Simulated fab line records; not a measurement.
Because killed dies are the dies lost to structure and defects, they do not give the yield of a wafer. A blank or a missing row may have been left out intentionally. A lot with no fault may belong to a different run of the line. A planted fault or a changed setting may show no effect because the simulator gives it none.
Which tool was responsible? || flow nand harc || 7 lots with 21 wafers sampled at 5 steps, on a route of 1302 steps

## WHAT EACH GAUGE READ, for each wafer
NHARC_END_SORT_01.
lot || measured || on || killed at array

## EACH LOT AND THE TOOL THAT RAN IT (in order: tool; ch and the chambers of the sampled wafers; start)
{"lot": "L234", "NHARC_A_CONTACT_ETCH_138": "har cap etch-02 ch 0,1, day 23 02:08", "NHARC_THIN_TSV_DEP_43": "pecvd-04 ch 0,1,2, day 24 09:07", "NHARC_THIN_TSV_ETCH_15": "rie si-02 ch 0,3, day 24 10:38", "NHARC_THIN_TSV_PRE_CLEAN_50": "pvd sputter-02, no start"}
{"lot": "L238", "NHARC_A_CONTACT_ETCH_138": "har cap etch-03 ch 0,1, day 24 12:25", "NHARC_THIN_TSV_DEP_43": "pecvd-01 ch 0,1,2, day 25 19:25", "NHARC_THIN_TSV_ETCH_15": "rie si-04 ch 0,1, day 25 21:04", "NHARC_THIN_TSV_PRE_CLEAN_50": "pvd sputter-03, no start"}
{"lot": "L240", "NHARC_A_CONTACT_ETCH_138": "har cap etch-02 ch 0,1, day 25 13:07", "NHARC_THIN_TSV_DEP_43": "pecvd-04 ch 1,2, day 26 19:14", "NHARC_THIN_TSV_ETCH_15": "rie si-06 ch 1,2,3, day 26 20:46", "NHARC_THIN_TSV_PRE_CLEAN_50": "pvd sputter-02, no start"}
{"lot": "L244", "NHARC_A_CONTACT_ETCH_138": "har cap etch-01 ch 1, day 26 19:37", "NHARC_THIN_TSV_DEP_43": "pecvd-02 ch 0,1,2, day 28 03:39", "NHARC_THIN_TSV_ETCH_15": "rie si-06 ch 0,1,3, day 28 05:26", "NHARC_THIN_TSV_PRE_CLEAN_50": "pvd sputter-03, no start"}
{"lot": "L245", "NHARC_A_CONTACT_ETCH_138": "har cap etch-03 ch 0,1, day 27 11:10", "NHARC_THIN_TSV_DEP_43": "pecvd-04 ch 0,1,2, day 28 18:23", "NHARC_THIN_TSV_ETCH_15": "rie si-04 ch 0,2,3, day 28 20:04", "NHARC_THIN_TSV_PRE_CLEAN_50": "pvd sputter-03, no start"}
{"lot": "L248", "NHARC_A_CONTACT_ETCH_138": "har cap etch-02 ch 0,1, day 28 15:05", "NHARC_THIN_TSV_DEP_43": "pecvd-02 ch 0,1, day 29 23:35", "NHARC_THIN_TSV_ETCH_15": "rie si-06 ch 0,2,3, day 30 01:05", "NHARC_THIN_TSV_PRE_CLEAN_50": "pvd sputter-01, no start"}
{"lot": "L256", "NHARC_A_CONTACT_ETCH_138": "har cap etch-03 ch 0,1, day 31 18:36", "NHARC_THIN_TSV_DEP_43": "pecvd-04 ch 0,2, day 33 03:51", "NHARC_THIN_TSV_ETCH_15": "rie si-06 ch 1,2,3, day 33 05:31", "NHARC_THIN_TSV_PRE_CLEAN_50": "pvd sputter-02, no start"}
- NHARC_A_CONTACT_ETCH_138: etches the open film in C4F8/O2/Ar, time 311 s, target depth 1914 nm.
- NHARC_THIN_TSV_DEP_43: deposits SiO2, target thk 1328.5 nm.
- NHARC_THIN_TSV_ETCH_15: target depth 3000 nm, bosch target overetch cycles 2, bosch etch step 2.8 s.
- NHARC_THIN_TSV_PRE_CLEAN_50: time 30 s.

## THE ANSWER, worked out from the rows above alone
Rule: what is usual is taken from the lots themselves. Put in order of their means at a reading, lots are off if they are a third of the lots or fewer, leave a main group of 4 or more, and stand apart from it by a gap of 3 or more times the standard deviation of the main group's means; of several such gaps the widest counts. A main group is skipped when, at the precision printed for the reading in the tables above, its means are all equal. Also off: a lot with no number at a reading for which 4 or more lots have one. Any other lot the step has rows for is counted as sound.
None of the lots is off at any reading shown; this tells nothing.

## WHAT WAS PUT IN BY THE SIMULATOR
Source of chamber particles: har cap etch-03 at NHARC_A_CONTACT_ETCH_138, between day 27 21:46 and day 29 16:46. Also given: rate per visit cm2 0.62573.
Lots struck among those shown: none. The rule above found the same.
